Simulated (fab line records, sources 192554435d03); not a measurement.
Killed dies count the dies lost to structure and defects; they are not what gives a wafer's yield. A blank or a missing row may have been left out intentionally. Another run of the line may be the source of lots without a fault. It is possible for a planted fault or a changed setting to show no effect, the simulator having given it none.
Chamber matching / flow n5 finfet / ald metal-01 running N5_BEOL_M6_ALD_77: 4 sister chambers
The step deposits TaN, target thk 2 nm, pulse time 2 s, purge time 3 s. 4 wafers are shown with their chamber, then 9 later ones without.

== WAFERS, EACH WITH ITS CHAMBER ==
wafer=L085.4; chamber=1; heater power w (W)=398
wafer=L091.1; chamber=2; heater power w (W)=424
wafer=L091.2; chamber=3; heater power w (W)=392
wafer=L091.6; chamber=0; heater power w (W)=445

== WAFERS WHOSE CHAMBER IS MISSING ==
wafer=L092.1; heater power w (W)=424
wafer=L092.2; heater power w (W)=402
wafer=L092.3; heater power w (W)=455
wafer=L093.3; heater power w (W)=400
wafer=L093.4; heater power w (W)=406
wafer=L093.6; heater power w (W)=423
wafer=L097.2; heater power w (W)=399
wafer=L097.3; heater power w (W)=445
wafer=L097.6; heater power w (W)=435

== WHICH CHAMBER EACH WENT THROUGH ==
wafer=L092.1; from the rows above=2; in truth=2
wafer=L092.2; from the rows above=can't be placed: 1 or 3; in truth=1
wafer=L092.3; from the rows above=0; in truth=0
wafer=L093.3; from the rows above=can't be placed: 1 or 3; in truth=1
wafer=L093.4; from the rows above=can't be placed: 1 or 3 or 2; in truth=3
wafer=L093.6; from the rows above=2; in truth=2
wafer=L097.2; from the rows above=can't be placed: 1 or 3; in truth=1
wafer=L097.3; from the rows above=0; in truth=0
wafer=L097.6; from the rows above=can't be placed: 0 or 2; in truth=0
4 of 9 placed correctly. These rows do not allow placing 5 (true chamber among the candidates in 5). Number placed wrongly: 0.
How it was worked out, from the rows above alone: a wafer's distance from a chamber is the root of the sum, over the readings, of the square of ((its reading less the chamber's mean) divided by the reading's scatter). If the next closest chamber is less than 2 further off than the closest, the wafer can't be placed; otherwise it belongs to the closest. Each chamber's mean is taken over the wafers shown for it. The scatter: root of mean squared gap, hidden wafer to nearest shown wafer, with one shown wafer a chamber.
